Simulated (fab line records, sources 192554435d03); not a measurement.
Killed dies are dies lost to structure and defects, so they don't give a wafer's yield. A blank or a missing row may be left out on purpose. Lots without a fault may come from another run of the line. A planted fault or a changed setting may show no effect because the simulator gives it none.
Chamber matching | flow n5_finfet | N5_BEOL_M0_SAQP_DESCUM_45 on rie_diel-04: 4 sister chambers
The step chemistry O2, time 7 s. 4 wafers are shown with their chamber, then 11 later ones without.

WAFERS WITH THEIR CHAMBER
wafer  | chamber | showerhead_plenum_p_Torr (Torr)
L087.1 | 2       | 2.12
L087.4 | 3       | 1.98
L087.5 | 0       | 2.05
L088.1 | 1       | 1.93

WAFERS WITHOUT THEIR CHAMBER
wafer  | showerhead_plenum_p_Torr (Torr)
L088.2 | 2.12
L088.3 | 1.98
L088.4 | 2.05
L088.5 | 2.05
L088.6 | 1.93
L092.4 | 1.92
L092.5 | 1.92
L092.6 | 2.12
L094.1 | 1.92
L094.4 | 1.92
L094.5 | 2.12

WHICH CHAMBER EACH WENT THROUGH
wafer  | from the rows above | in truth
L088.2 | 2                   | 2
L088.3 | 3                   | 3
L088.4 | 0                   | 0
L088.5 | 0                   | 0
L088.6 | 1                   | 1
L092.4 | 1                   | 1
L092.5 | 1                   | 1
L092.6 | 2                   | 2
L094.1 | 1                   | 1
L094.4 | 1                   | 1
L094.5 | 2                   | 2
Placed correctly: 11 of 11. Can't be placed from these rows: 0. Placed wrongly: 0.
How it was worked out, from the rows above alone: a wafer's distance from a chamber is the root of the sum, over the readings, of the square of ((its reading less the chamber's mean) divided by the reading's scatter). The wafer belongs to the nearest chamber; if the next one is less than 2 further off, it can't be placed. A chamber's mean is the mean of its shown wafers. The scatter: with one shown wafer a chamber, the root of the mean of the squares of how far each hidden wafer lies from its nearest shown one.
